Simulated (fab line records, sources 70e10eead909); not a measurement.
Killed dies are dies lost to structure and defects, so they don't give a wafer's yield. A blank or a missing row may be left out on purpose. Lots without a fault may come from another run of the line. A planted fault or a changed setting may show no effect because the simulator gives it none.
Which tool did it? | flow nand_harc | 7 lots, 21 wafers sampled, at 5 steps of a route of 1302

WHAT THE GAUGES READ, wafer by wafer
NHARC_A_ONON_D2_THK_MEAS_02: measures by ellipsometry.
lot  | measured     | on            | thk_nm (nm)
L510 | day 13 11:25 | film_metro-02 | 1033 1033 1034
L513 | day 14 07:46 | film_metro-02 | 994 993 993
L516 | day 15 19:25 | film_metro-01 | 996 996 995
L518 | day 16 20:29 | film_metro-01 | 1006 1005 1003
L521 | day 17 08:22 | film_metro-02 | 1000 1000 998
L527 | day 20 11:52 | film_metro-01 | 1009 1011 1009
L529 | day 21 01:19 | film_metro-02 | 1524 1523 1523 1522 1525 1523

WHICH TOOL RAN EACH LOT (tool, then ch and the chambers of the sampled wafers, then the start)
lot  | NHARC_A_CHANNEL_HOLE_D1_ETCH_39               | NHARC_A_CHANNEL_HOLE_D1_ETCH_21  | NHARC_A_DECK1_JOINT_CMP_13    | NHARC_A_ONON_D2_DEP_00
L510 | rie_diel-06 ch 0,2,3, day 9 18:25 or earlier  | har_etch-02 ch 0,1, day 9 18:25  | cmp-01 ch 0,2,3, day 12 10:25 | pecvd_onon-02 ch 0, day 13 10:55
L513 | rie_diel-06 ch 1,3, day 10 15:14 or earlier   | har_etch-02 ch 0,1, day 10 15:14 | cmp-03 ch 1,2,3, day 13 07:37 | pecvd_onon-02 ch 0, day 14 07:15
L516 | rie_diel-06 ch 0,1,3, day 12 01:26 or earlier | har_etch-02 ch 0,1, day 12 01:26 | cmp-02 ch 0,2,3, day 14 14:57 | pecvd_onon-03 ch 0, day 15 18:54
L518 | rie_diel-06 ch 0,1,2, day 12 23:15 or earlier | har_etch-01 ch 0,1, day 12 23:15 | cmp-03 ch 0,2,3, day 15 16:43 | pecvd_onon-02 ch 0, day 16 20:08
L521 | rie_diel-02 ch 0,1, day 13 13:31 or earlier   | har_etch-02 ch 0,1, day 13 13:31 | cmp-03 ch 1,3, day 16 04:46   | pecvd_onon-03 ch 0, day 17 07:52
L527 | rie_diel-06 ch 0,1,2, day 16 18:49 or earlier | har_etch-02 ch 0,1, day 16 18:49 | cmp-01 ch 0,2,3, day 19 12:07 | pecvd_onon-02 ch 0, day 20 11:22
L529 | rie_diel-02 ch 0,1,2, day 17 10:47 or earlier | har_etch-01 ch 0,1, day 17 10:47 | cmp-02 ch 0,1,3, day 20 02:40 | pecvd_onon-04 ch 0, day 21 00:52
- NHARC_A_CHANNEL_HOLE_D1_ETCH_39: etches the open film in N2/H2, target depth 260 nm, time 325 s.
- NHARC_A_CHANNEL_HOLE_D1_ETCH_21: etches the open film in C4F8/O2/Ar, time 514.3 s, target depth 1600 nm.
- NHARC_A_DECK1_JOINT_CMP_13: polishes, target thk 51.023 nm.
- NHARC_A_ONON_D2_DEP_00: target thk 1000 nm.

THE ANSWER, worked out from the rows above alone
Rule: what is usual is taken from the lots themselves. Put in order of their means at a reading, lots are off if they are a third of the lots or fewer, leave a main group of 4 or more, and stand apart from it by a gap of 3 or more times the standard deviation of the main group's means; of several such gaps the widest counts. A main group whose means are all the same, to the digits that the tables above print for the reading, isn't used. A lot without any number at a reading at which 4 lots or more have one is off too. The other lots that the step has rows for count as sound.
Off: L529, at NHARC_A_ONON_D2_THK_MEAS_02 (thk_nm). The main group: mean 1006 nm, standard deviation 13.
A tool fits if, at a process step before that reading, it ran every lot that is off, and no sound lot after the first of them. The gauges at NHARC_A_ONON_D2_THK_MEAS_02 are tried like those tools. NHARC_A_CHANNEL_HOLE_D1_ETCH_39 gives no start for some lots, so the hours and the order of its lots are those of NHARC_A_CHANNEL_HOLE_D1_ETCH_21. Can't be told from this: 5 tools fit, rie_diel-02 at NHARC_A_CHANNEL_HOLE_D1_ETCH_39, har_etch-01 at NHARC_A_CHANNEL_HOLE_D1_ETCH_21, cmp-02 at NHARC_A_DECK1_JOINT_CMP_13, pecvd_onon-04 at NHARC_A_ONON_D2_DEP_00, film_metro-02 at NHARC_A_ONON_D2_THK_MEAS_02.

WHAT THE SIMULATOR HAD PUT IN
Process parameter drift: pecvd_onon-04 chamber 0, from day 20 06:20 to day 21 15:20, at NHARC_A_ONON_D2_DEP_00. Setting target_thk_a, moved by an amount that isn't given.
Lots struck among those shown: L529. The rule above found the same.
